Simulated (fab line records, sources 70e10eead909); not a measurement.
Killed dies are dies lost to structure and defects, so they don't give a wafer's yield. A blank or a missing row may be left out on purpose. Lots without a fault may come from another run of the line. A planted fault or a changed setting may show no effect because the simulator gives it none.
fab line records | flow nand_harc
record lots=6 wafers=18 last_day=24
route steps=1159 shown P_GATE@205 P_CONTACT@217 END@1159
lots that met no fault: from a run of the same line without faults
start_h: hours from the record's first day to the start of the lot's first wafer shown | wait_h: hours since the lot's step before | " the same as in the row above | L1.1+2: a row that stands for several wafers | - no value, or no start given | * or withheld: withheld | < > ~ a bound
route shown NAME@n: a module of which the file shows steps, and the number in the route of the first | usual: mean/standard deviation of fault-free wafers | same: alike in all rows | chamber/n: place in a boat | sites: the reading at each site | _std_site: their standard deviation | _edge_site: outer sites' mean less inner sites' | radius_mm: how far each site lies from the wafer's centre | mask NAME#n: copy n | behind: the tool/chamber that last shaped the wafer | hold: why the lot was held/for how many hours/how that ended | device: the transistor (n, p or np) that didn't switch | end of line: the same wafers' tests at the end of the route | a step without rows: its recipe alone | killed: dies lost to structure and defects at the first sort, not the wafer's yield | map: a wafer's dies, x killed, . not, _ none there
set.NAME: the setting as run; set.NAME@STEP: as run at that earlier step | model.NAME: the simulator's own value behind a step, which no gauge read
lots at some steps of the route; a table a step, a row a wafer
services: from which hour (start_h, from the record's first day; less than 0 if before it) a tool's chamber was out of use, for how many hours, and why
## steps
# step NHARC_P_GATE_STRIP_95
# recipe power_w=1500 temp_c=250 chemistry=O2
# step NHARC_P_GATE_STRIP_96
# recipe time_s=900 temp_c=130 chemistry=SPM
# step NHARC_P_GATE_RTA_64
# recipe temp_c=1050 time_s=1
# step NHARC_P_GATE_ETCH_77
# recipe target_depth_a=60 chemistry=dHF material=SiO2
# step NHARC_P_GATE_DEGAS_109
# recipe temp_c=300 time_s=60
# step NHARC_P_GATE_PRE_CLEAN_110
# recipe time_s=30 bias_v=200 gas=Ar
# step NHARC_P_GATE_SPUTTER_78
# recipe target_thk_a=100 material=Ni
# step NHARC_P_GATE_SPUTTER_79
# recipe target_thk_a=100 material=TiN
# step NHARC_P_GATE_RTA_80
# recipe temp_c=300 time_s=30
# usual wafer_temp_C_max=301.39/0.3
# same time_s=30
# columns lot.wafer tool chamber start_h wait_h wafer_temp_C_max
L810.2 rtp_anneal-02 0 136.30 - 301.39
L810.3 " 0 " " 301.50
L810.4 " 0 " " 301.65
L812.2 rtp_anneal-01 0 151.55 - 301.08
L812.3 " 0 " " 301.22
L812.4 " 0 " " 300.96
L818.3 rtp_anneal-02 0 187.02 - 301.61
L818.5 " 0 " " 301.58
L818.6 " 0 " " 301.37
L816.1 rtp_anneal-01 0 188.79 - 301.15
L816.4 " 0 " " 301.02
L816.6 " 0 " " 301.05
L825.3 rtp_anneal-01 0 227.81 - 301.27
L825.4 " 0 " " 301.21
L825.6 " 0 " " 301.03
L827.2 rtp_anneal-02 0 230.97 - 301.55
L827.3 " 0 " " 301.82
L827.5 " 0 " " 301.26
# step NHARC_P_GATE_STRIP_67
# recipe time_s=600 temp_c=130 chemistry=SPM
# step NHARC_P_GATE_RTA_82
# recipe temp_c=450 time_s=30
# step NHARC_P_GATE_INSPECT_68
# usual raw_defect_count=216/83
# columns lot.wafer tool chamber start_h wait_h raw_defect_count
L810.2 defect_inspect-02 - 136.92 0.1 174
L810.3 " - " " 160
L810.4 " - " " 189
L812.2 defect_inspect-02 - 152.17 0.1 201
L812.3 " - " " 186
L812.4 " - " " 183
L818.3 defect_inspect-01 - 187.95 0.1 316
L818.5 " - " " 288
L818.6 " - " " 413
L816.1 defect_inspect-02 - 189.45 0.2 321
L816.4 " - " " 147
L816.6 " - " " 230
L825.3 defect_inspect-01 - 228.48 0.1 163
L825.4 " - " " 108
L825.6 " - " " 169
L827.2 defect_inspect-02 - 231.62 0.1 162
L827.3 " - " " 132
L827.5 " - " " 138
# step NHARC_P_CONTACT_DEP_30
# recipe target_thk_a=300 temp_c=400 target_thk_nm=30 flow_sccm=200 rf_w=450 material=SiNx
# usual heater_power_w=711/88
# columns lot.wafer tool chamber start_h wait_h heater_power_w
L810.2 pecvd-01 0 137.03 0.1 529
L810.3 " 1 " " 691
L810.4 " 2 " " 640
L812.2 pecvd-03 0 152.24 0.1 685
L812.3 " 1 " " 818
L812.4 " 2 " " 635
L818.3 pecvd-03 2 188.05 0.1 577
L818.6 " 1 " " 843
L818.5 " 2 " " 570
L816.1 pecvd-03 0 189.52 0.1 716
L816.4 " 0 " " 704
L816.6 " 2 " " 639
L825.3 pecvd-01 0 228.78 0.3 649
L825.4 " 1 " " 761
L825.6 " 2 " " 619
L827.3 pecvd-01 0 231.73 0.1 584
L827.2 " 1 " " 767
L827.5 " 2 " " 718
# step NHARC_P_CONTACT_DEP_00
# recipe target_thk_a=5000 temp_c=400 pressure_torr=6.5 rf_w=900 teos_flow_sccm=161.4 flow_sccm=2650 target_thk_nm=500 gas=O2 material=SiO2
# step NHARC_P_CONTACT_CMP_01
# recipe target_thk_nm=200 material=SiO2
# step NHARC_P_CONTACT_SRD_03
# step NHARC_P_CONTACT_DEHYDRATE_04
# recipe temp_c=150 time_s=120
# step NHARC_P_CONTACT_HMDS_05
# recipe time_s=30
# step NHARC_P_CONTACT_COAT_33
# recipe temp_c=260 time_s=75
# step NHARC_P_CONTACT_COAT_34
# recipe temp_c=225 time_s=65
# step NHARC_P_CONTACT_COAT_06
# recipe spin_rpm=1500 resist_thk_nm=90
# step NHARC_P_CONTACT_SOFTBAKE_07
# recipe temp_c=105 time_s=55
# step NHARC_P_CONTACT_EBR_08
# step NHARC_P_CONTACT_EXPOSE_09
# recipe na=1.35 target_cd_nm=90 dose_mj=81.26 mask_id=P_CA
# step NHARC_P_CONTACT_PEB_10
# recipe peb_temp_c=100 peb_time_s=65
# step NHARC_P_CONTACT_DEVELOP_11
# recipe develop_time_s=35 dev_temp_c=23
# step NHARC_P_CONTACT_CD_MEAS_12
# recipe target_cd_nm=90 landing_energy_ev=500
# usual cd_nm=90.2/0.65
# columns lot.wafer tool chamber start_h wait_h cd_nm
L810.2 cd_sem-03 0 138.53 - 90.5
L810.3 " 0 " " 90.4
L810.4 " 0 " " 90.5
L812.2 cd_sem-02 0 153.79 - 89.7
L812.3 " 0 " " 89.8
L812.4 " 0 " " 89.2
L818.3 cd_sem-01 0 189.44 - 90.3
L818.5 " 0 " " 90.4
L818.6 " 0 " " 90.7
L816.1 cd_sem-02 0 191.06 - 89.6
L816.4 " 0 " " 89.7
L816.6 " 0 " " 90.1
L825.3 cd_sem-01 0 230.32 - 89.9
L825.4 " 0 " " 88.9
L825.6 " 0 " " 89.8
L827.2 cd_sem-03 0 233.24 - 89.5
L827.3 " 0 " " 89.7
L827.5 " 0 " " 89.7
# step NHARC_P_CONTACT_OVL_MEAS_13
# usual overlay_x_nm=-0.1/0.86 overlay_y_nm=-0.1/1
# columns lot.wafer tool chamber start_h wait_h overlay_x_nm overlay_y_nm
L810.2 overlay-01 - 138.62 - -1.6 -0.6
L810.3 " - " " -0.9 -0.2
L810.4 " - " " -1.1 -0.4
L812.2 overlay-01 - 153.88 - -1.4 -1.9
L812.3 " - " " -1.3 -1.2
L812.4 " - " " -1.1 -1.7
L818.3 overlay-01 - 189.52 - 0.7 -0.2
L818.5 " - " " 0.7 -0.5
L818.6 " - " " 0.7 -0.2
L816.1 overlay-01 - 191.15 - -0.9 1.2
L816.4 " - " " -1.6 1.3
L816.6 " - " " -1.3 1.6
L825.3 overlay-02 - 230.41 - 0.8 0.2
L825.4 " - " " 0.4 -0.4
L825.6 " - " " 0.7 0.1
L827.2 overlay-02 - 233.32 - 1.0 -0.6
L827.3 " - " " 1.2 -1.3
L827.5 " - " " 1.0 -0.6
# step NHARC_P_CONTACT_DESCUM_17
# recipe time_s=3 o2_flow_sccm=200 ar_flow_sccm=0 bias_power_w=0 chemistry=O2
# step NHARC_P_CONTACT_ETCH_35
# recipe target_depth_a=390 over_etch_frac=0.3 time_s=65 ion_energy_ev=80 cf4_flow_sccm=150 ar_flow_sccm=0 rf_w=300 bias_w=100 chemistry=CF4
# step NHARC_P_CONTACT_ETCH_36
# recipe target_depth_a=2600 over_etch_frac=0.25 time_s=406.25 ion_energy_ev=200 n2_flow_sccm=150 h2_flow_sccm=150 ar_flow_sccm=0 rf_w=400 bias_w=150 chemistry=N2/H2
# usual drypump_motor_current_A=5.5/0.43 oes_product_au=1.005/0.0094 rf_vpp_V=428.8/2.8 showerhead_plenum_p_Torr=1.98/0.098 throttle_valve_pct=14.171/0.009
# same time_s=406.25
# columns lot.wafer tool chamber start_h wait_h drypump_motor_current_A oes_product_au rf_hours_counter_h rf_vpp_V showerhead_plenum_p_Torr throttle_valve_pct
L810.4 rie_diel-13 2 - - 6.0 1.011 3 426.9 1.95 14.167
L810.3 " 3 " " 5.2 0.989 3 429.0 1.98 14.169
L810.2 " 0 " " 6.3 1.002 3 432.2 2.10 14.172
L812.2 rie_diel-13 3 154.26 0.1 5.2 0.994 5 429.1 1.98 14.174
L812.3 " 3 " " 5.2 0.988 - 428.1 1.98 14.184
L812.4 " 2 " " 6.0 1.014 - 426.9 1.95 14.178
L818.3 rie_diel-13 1 - - 5.1 1.019 6 428.9 1.96 14.159
L818.6 " 1 " " 5.1 1.010 - 427.2 1.96 14.169
L818.5 " 3 " " 5.2 1.006 - 427.6 1.98 14.164
L816.1 rie_diel-02 1 - - 5.9 1.016 3 425.4 1.92 14.181
L816.4 " 3 " " 5.1 0.992 3 425.4 1.90 14.171
L816.6 " 0 " " 5.1 1.023 - 434.1 2.20 14.179
L825.3 rie_diel-02 3 - - 5.1 0.997 7 425.7 1.90 14.182
L825.4 " 1 " " 6.0 1.015 8 425.9 1.92 14.176
L825.6 " 3 " " 5.1 1.000 - 427.2 1.90 14.173
L827.3 rie_diel-02 3 - - 5.1 1.003 8 427.2 1.90 14.159
L827.2 " 1 " " 5.9 1.004 8 426.0 1.92 14.168
L827.5 " 3 " " 5.1 0.998 - 426.0 1.90 14.171
# step NHARC_P_CONTACT_ETCH_18
# recipe target_depth_a=4810 time_s=240.5 c4f8_flow_sccm=20 o2_flow_sccm=10 ar_flow_sccm=withheld rf_w=600 bias_w=1500 chemistry=C4F8/O2/Ar
# usual oes_product_au=0.961/0.02 rf_vpp_V=975/6.1
# same time_s=240.5
# columns lot.wafer tool chamber start_h wait_h oes_product_au rf_hours_counter_h rf_vpp_V
L810.2 rie_diel-13 3 - - 0.937 3 974
L810.4 " 1 " " 0.960 3 972
L810.3 " 2 " " 0.947 3 972
L812.2 rie_diel-13 3 - - 0.939 5 974
L812.3 " 2 " " 0.963 - 973
L812.4 " 3 " " 0.950 - 973
L818.3 rie_diel-13 1 - - 0.963 6 974
L818.6 " 3 " " 0.958 - 974
L818.5 " 1 " " 0.969 - 972
L816.4 rie_diel-02 3 - - 0.953 3 968
L816.1 " 2 " " 0.962 3 970
L816.6 " 0 " " 0.975 - 987
L825.3 rie_diel-02 2 - - 0.982 7 970
L825.4 " 3 " " 0.970 7 969
L825.6 " 3 " " 0.965 - 969
L827.2 rie_diel-02 2 - - 0.933 8 970
L827.3 " 1 " " 0.934 8 971
L827.5 " 2 " " 0.927 - 969
# step NHARC_P_CONTACT_STRIP_37
# recipe c4f8_flow_sccm=withheld o2_flow_sccm=8 ar_flow_sccm=withheld bias_w=0 chemistry=C4F8/O2/Ar
# step NHARC_P_CONTACT_ETCH_31
# recipe target_depth_a=300 time_s=85.7 ion_energy_ev=120 over_etch_frac=1 ch3f_flow_sccm=50 o2_flow_sccm=30 ar_flow_sccm=200 rf_w=500 bias_w=100 chemistry=CH3F/O2
# step NHARC_P_CONTACT_CD_MEAS_19
# usual cd_nm=89.9/1.6
# columns lot.wafer tool chamber start_h wait_h cd_nm
L810.2 cd_sem-01 - 139.78 - 89.2
L810.3 " - " " 90.1
L810.4 " - " " 91.4
L812.2 cd_sem-02 - 155.30 - 90.6
L812.3 " - " " 89.8
L812.4 " - " " 88.6
L818.3 cd_sem-03 - 190.64 - 93.0
L818.5 " - " " 90.9
L818.6 " - " " 91.8
L816.1 cd_sem-03 - 192.12 - 87.7
L816.4 " - " " 88.8
L816.6 " - " " 89.4
L825.3 cd_sem-02 - 231.39 - 89.1
L825.4 " - " " 86.7
L825.6 " - " " 87.5
L827.2 cd_sem-01 - 234.30 - 88.1
L827.3 " - " " 88.3
L827.5 " - " " 89.1
# step NHARC_P_CONTACT_STRIP_28
# recipe o2_flow_sccm=500 ar_flow_sccm=0 bias_w=0 chemistry=O2
# usual drypump_motor_current_A=5.5/0.41 oes_product_au=1.006/0.011 rf_vpp_V=57.6/0.88 showerhead_plenum_p_Torr=3.45/0.15 throttle_valve_pct=17.037/0.0096
# columns lot.wafer tool chamber start_h wait_h drypump_motor_current_A oes_product_au rf_hours_counter_h rf_vpp_V showerhead_plenum_p_Torr throttle_valve_pct
L810.4 rie_diel-13 0 139.87 0.1 6.3 1.007 3 57.0 3.62 17.015
L810.2 " 2 " " 6.0 1.009 3 57.7 3.38 17.017
L810.3 " 3 " " 5.2 1.005 3 57.8 3.43 17.040
L812.2 rie_diel-13 3 155.40 0.1 5.2 0.999 5 56.9 3.43 17.030
L812.3 " 2 " " 6.1 1.007 - 58.8 3.38 17.036
L812.4 " 3 " " 5.2 0.998 - 58.0 3.43 17.036
L818.3 rie_diel-02 1 190.73 0.1 5.9 1.013 3 55.9 3.34 17.036
L818.6 " 0 " " 5.1 1.010 - 60.0 3.77 17.047
L818.5 " 1 " " 5.9 1.008 - 56.7 3.34 17.035
L816.4 rie_diel-02 1 192.19 0.1 5.9 1.013 3 59.2 3.34 17.041
L816.1 " 2 " " 5.5 1.008 3 56.5 3.32 17.064
L816.6 " 2 " " 5.5 1.007 - 57.2 3.32 17.033
L825.3 rie_diel-08 2 231.46 0.1 5.6 1.009 38 57.2 3.65 17.049
L825.4 " 0 " " 5.8 0.974 34 56.3 3.36 17.052
L825.6 " 2 " " 5.6 1.009 - 57.1 3.65 17.061
L827.2 rie_diel-02 3 234.39 0.1 5.1 1.015 8 58.6 3.31 17.045
L827.3 " 2 " " 5.5 1.015 8 58.2 3.32 17.039
L827.5 " 0 " " 5.1 1.015 - 59.0 3.77 17.053
# step NHARC_P_CONTACT_STRIP_29
# recipe time_s=1200 temp_c=72.5 chemistry=post_etch_residue_remover
# step NHARC_P_CONTACT_DEGAS_38
# recipe temp_c=300 time_s=60
# step NHARC_P_CONTACT_PRE_CLEAN_39
# recipe time_s=19.5 bias_v=250 gas=Ar
# step NHARC_P_CONTACT_PVD_32
# recipe target_thk_a=50 chamber_pressure_pa=5 power_w=5000 substrate_temp_c=200 time_s=17.7 material=Ti
# usual throttle_valve_pct=29.5/0.79
# same time_s=17.7
# columns lot.wafer tool chamber start_h wait_h throttle_valve_pct
L810.3 pvd_sputter-02 - - - 30.1
L810.4 " - " " 29.4
L810.2 " - " " 27.6
L812.3 pvd_sputter-02 - - - 29.9
L812.2 " - " " 29.2
L812.4 " - " " 27.7
L818.3 pvd_sputter-03 - - - 29.7
L818.5 " - " " 29.5
L818.6 " - " " 30.4
L816.1 pvd_sputter-03 - - - 29.3
L816.4 " - " " 30.3
L816.6 " - " " 29.7
L825.4 pvd_sputter-02 - - - 29.1
L825.3 " - " " 28.5
L825.6 " - " " 30.0
L827.3 pvd_sputter-01 - - - 29.3
L827.2 " - " " 29.3
L827.5 " - " " 29.1
# step NHARC_END_SORT_01
# recipe temp_c=25
# usual killed_at_array=29/13 killed_at_other=0.7/1 killed_at_periphery=3.2/2.3 killed_dies=33/13 killed_open=3.3/1.7 killed_short=2.0/1.5
# same gross_dies=677
# columns lot.wafer tool chamber start_h wait_h killed_at_array killed_at_other killed_at_periphery killed_dies killed_open killed_short
L818.3 prober-02 0 515.02 3.1 16 0 69 85 4 0
L818.5 prober-02 0 516.61 3.7 20 0 75 95 3 2
L818.6 prober-02 0 517.41 4.0 17 1 42 60 4 3
L816.1 prober-01 0 518.21 2.5 36 1 63 100 3 2
L816.4 prober-01 0 520.57 3.3 45 0 59 104 1 0
L816.6 prober-01 0 522.15 3.9 28 0 72 100 6 2
# killed by level:class
L818.3 P_CONTACT:unspecified=67 A_CHANNEL_HOLE_D1:chamber_film_flake=6 A_CONTACT:geometric_particle:open=2 A_ZERO_WELL:chamber_film_flake=2 A_M0:geometric_particle:open=1 A_M1:geometric_particle:open=1 P_STI:chamber_film_flake=1 P_GATE:chamber_film_flake=1
L818.5 P_CONTACT:unspecified=71 A_CHANNEL_HOLE_D1:chamber_film_flake=10 A_CONTACT:geometric_particle:open=3 A_BLC:chamber_film_flake=3 A_WL_FILL:chamber_film_flake=2 P_STI:geometric_particle:short=1 A_M0:geometric_particle:short=1 P_STI:chamber_film_flake=1
L818.6 P_CONTACT:unspecified=37 A_BLC:chamber_film_flake=4 A_WL_FILL:chamber_film_flake=3 A_CONTACT:chamber_film_flake=3 P_STI:chamber_film_flake=2 A_STAIRCASE:chamber_film_flake=2 P_GATE:geometric_particle:open=1 P_M0:geometric_particle:short=1
L816.1 P_CONTACT:unspecified=60 A_CHANNEL_HOLE_D1:chamber_film_flake=22 A_SLIT:chamber_film_flake=9 P_CONTACT:geometric_particle:open=1 P_M2:geometric_particle:short=1 A_ONON_D1:geometric_particle:open=1 A_ONON_D1:geometric_particle:short=1 P_ZERO_WELL:chamber_film_flake=1
L816.4 P_CONTACT:unspecified=57 A_CHANNEL_HOLE_D1:chamber_film_flake=23 A_SLIT:chamber_film_flake=20 P_CONTACT:geometric_particle:open=1 P_M2:chamber_film_flake=1 A_ZERO_WELL:chamber_film_flake=1 A_CONTACT:chamber_film_flake=1
L816.6 P_CONTACT:unspecified=67 A_SLIT:chamber_film_flake=13 A_CHANNEL_HOLE_D1:chamber_film_flake=9 P_CONTACT:geometric_particle:open=3 A_CONTACT:chamber_film_flake=2 P_GATE:geometric_particle:short=1 P_CONTACT:geometric_particle:short=1 A_ONON_D1:geometric_particle:open=1
# map L816.4 (x killed, . not)
____________.____________
_________......._________
_______..........._______
______.............______
_____..............._____
____.................____
____.................____
___...................___
___...................___
__.....................__
__...........x.x..x....__
_...............xx......_
_..............xxx......_
_..............xx......._
_................xx....._
_..............xxx......_
...x.x...................
..xxx.........xxxx.x.....
xxxxxxx........x.........
.xxxxxx.....x............
xxxxxxx..................
_xxxxxx................._
_xxxxxx................._
_xxxxxxx................_
_xxxxxx...x............._
_xxxxx.................._
__x.x........x...x.....__
__..........xxxx.......__
___..........x.x......___
___..........xxxx.x...___
____........xxx.x....____
____..........xxxx...____
_____........x.xx..._____
______.............______
_______..........._______
_________......._________
____________.____________
# map L818.5 (x killed, . not)
____________.____________
_________......._________
_______..........._______
______.............______
_____..............._____
____x..............x.____
____.................____
___...................___
___................x..___
__...............x.....__
__................x....__
_......................._
_...........xx.........._
_..x...........x........_
_................xx...x._
_..............x........_
.........x....x.x...x....
.........................
....xx...................
.........................
.........................
_................x.xx..._
_.........x...xx........_
_............xxxx......._
_............xxxxx......_
_...........xxxxxxxxx..._
__...........xxxxxxx...__
__.........xxxxxxxx....__
___.........xxxxxxx...___
___.........xxxxxxxx..___
____......x.xxxxxxxx.____
____.........xxxxxx..____
_____.........xxxxx._____
______...........xx______
_______..........._______
_________......._________
____________.____________
## services
# columns tool chamber start_h hours kind
pvd_sputter-01 - 114.08 3.8 repair
pvd_sputter-02 - 116.01 0.9 repair
rie_diel-08 - 118.62 0.4 repair
rie_diel-08 - 124.88 9.0 pm
rie_diel-02 0 129.70 - clean
rie_diel-02 1 129.70 - clean
rie_diel-02 2 129.70 - clean
rie_diel-02 3 129.70 - clean
pecvd-03 1 133.05 10.7 repair
rie_diel-08 0 134.43 10.0 repair
rie_diel-13 1 144.74 23.0 repair
rie_diel-02 - 150.70 9.0 pm
rie_diel-02 0 150.70 9.0 vent_cycle
rie_diel-02 1 150.70 9.0 vent_cycle
rie_diel-02 2 150.70 9.0 vent_cycle
rie_diel-02 3 150.70 9.0 vent_cycle
rie_diel-13 0 152.25 13.6 repair
pvd_sputter-01 - 158.02 10.0 pm
rie_diel-02 0 159.70 - clean
rie_diel-13 0 183.16 9.0 repair
rie_diel-02 3 183.17 3.3 repair
pvd_sputter-02 - 214.03 10.0 pm
pvd_sputter-01 - 214.32 2.1 repair
rie_diel-13 - 231.00 0.4 repair
## key
first_sign step=NHARC_END_SORT_01 reading=killed_at_periphery direction=up sigmas=27 usual=3.2 struck=63.3
effect step=NHARC_END_SORT_01 reading=killed_dies direction=up sigmas=4.5 usual=33 struck=91
more_kills_born_at NHARC_P_CONTACT_DEP_30@pecvd-03=359
met_at NHARC_P_CONTACT_DEP_30
struck_wafers L816.1,L816.4,L816.6,L818.3,L818.5,L818.6
tester_left_out L816,L818
onset_between 152.24 188.05
also_fits NHARC_P_CONTACT_PVD_32:pvd_sputter-03
fault kind=chamber_particle_source tool=pecvd-03 chamber=- onset_h=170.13 steps=NHARC_P_CONTACT_DEP_30 rate_per_visit_cm2=0.42762 end_h=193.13
# tester_left_out: of these lots the tester's yield and bins aren't shown, on N5 and GAA mostly nor the transistor test; their killed dies are dies lost to structure and defects alone, not to doping, threshold or leakage, so they don't give the yield
